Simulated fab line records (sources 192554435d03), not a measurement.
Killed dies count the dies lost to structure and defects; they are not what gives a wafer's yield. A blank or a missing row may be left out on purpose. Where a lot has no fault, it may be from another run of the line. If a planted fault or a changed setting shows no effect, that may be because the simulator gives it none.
Matching of chambers | flow n5_finfet | N5_GATE_CUT_STRIP_42 on rie_diel-05: 4 sister chambers
The step strips in O2. 14 wafers are shown with their chamber, then 7 later ones without.

== WAFERS WITH THEIR CHAMBER ==
wafer  | chamber | showerhead_plenum_p_Torr (Torr) | drypump_motor_current_A (A) | throttle_valve_pct (%)
L074.1 | 1       | 2.17                            | 5.6                         | 16.70
L074.3 | 0       | 2.06                            | 5.8                         | 16.87
L074.6 | 2       | 2.19                            | 6.0                         | 16.98
L076.1 | 0       | 2.06                            | 5.8                         | 16.87
L076.4 | 2       | 2.19                            | 6.0                         | 17.01
L076.5 | 0       | 2.06                            | 5.8                         | 16.86
L080.1 | 1       | 2.17                            | 5.7                         | 16.72
L080.4 | 2       | 2.19                            | 6.0                         | 17.00
L080.6 | 3       | 2.10                            | 5.2                         | 16.51
L081.1 | 0       | 2.06                            | 5.8                         | 16.88
L081.3 | 2       | 2.19                            | 6.0                         | 17.01
L081.4 | 3       | 2.10                            | 5.1                         | 16.49
L091.1 | 2       | 2.18                            | 6.0                         | 17.05
L091.2 | 1       | 2.16                            | 5.6                         | 16.75

SIGNATURES (means of the wafers above)
reading                  | chamber 0 | chamber 1 | chamber 2 | chamber 3 | scatter within a chamber
showerhead_plenum_p_Torr | 2.0600    | 2.1667    | 2.1880    | 2.1000    | 0.00383
drypump_motor_current_A  | 5.800     | 5.633     | 6.000     | 5.150     | 0.0342
throttle_valve_pct       | 16.8700   | 16.7233   | 17.0100   | 16.5000   | 0.0207
Rule: a wafer's distance from a chamber is the root of the sum, over the readings, of the square of ((its reading less the chamber's mean) divided by the reading's scatter). If the next closest chamber is less than 2 further off than the closest, the wafer can't be placed; otherwise it belongs to the closest. The scatter is the square root of a quotient: the sum, over the shown wafers, of each reading's squared deviation from its chamber's mean, divided by wafers minus chambers.

== WAFERS WITH NO CHAMBER GIVEN ==
wafer  | showerhead_plenum_p_Torr (Torr) | drypump_motor_current_A (A) | throttle_valve_pct (%)
L091.6 | 2.09                            | 5.2                         | 16.54
L092.1 | 2.09                            | 5.2                         | 16.53
L092.2 | 2.16                            | 5.6                         | 16.75
L092.6 | 2.09                            | 5.1                         | 16.55
L096.2 | 2.05                            | 5.8                         | 16.45
L096.4 | 2.09                            | 5.2                         | 16.57
L096.5 | 2.05                            | 5.8                         | 16.46

== THE CHAMBER EACH PASSED THROUGH ==
wafer  | from the rows above | in truth
L091.6 | 3                   | 3
L092.1 | 3                   | 3
L092.2 | 1                   | 1
L092.6 | 3                   | 3
L096.2 | 0                   | 0
L096.4 | 3                   | 3
L096.5 | 0                   | 0
Correctly placed: 7 of 7. Not placeable from these rows: 0. Number placed wrongly: 0.
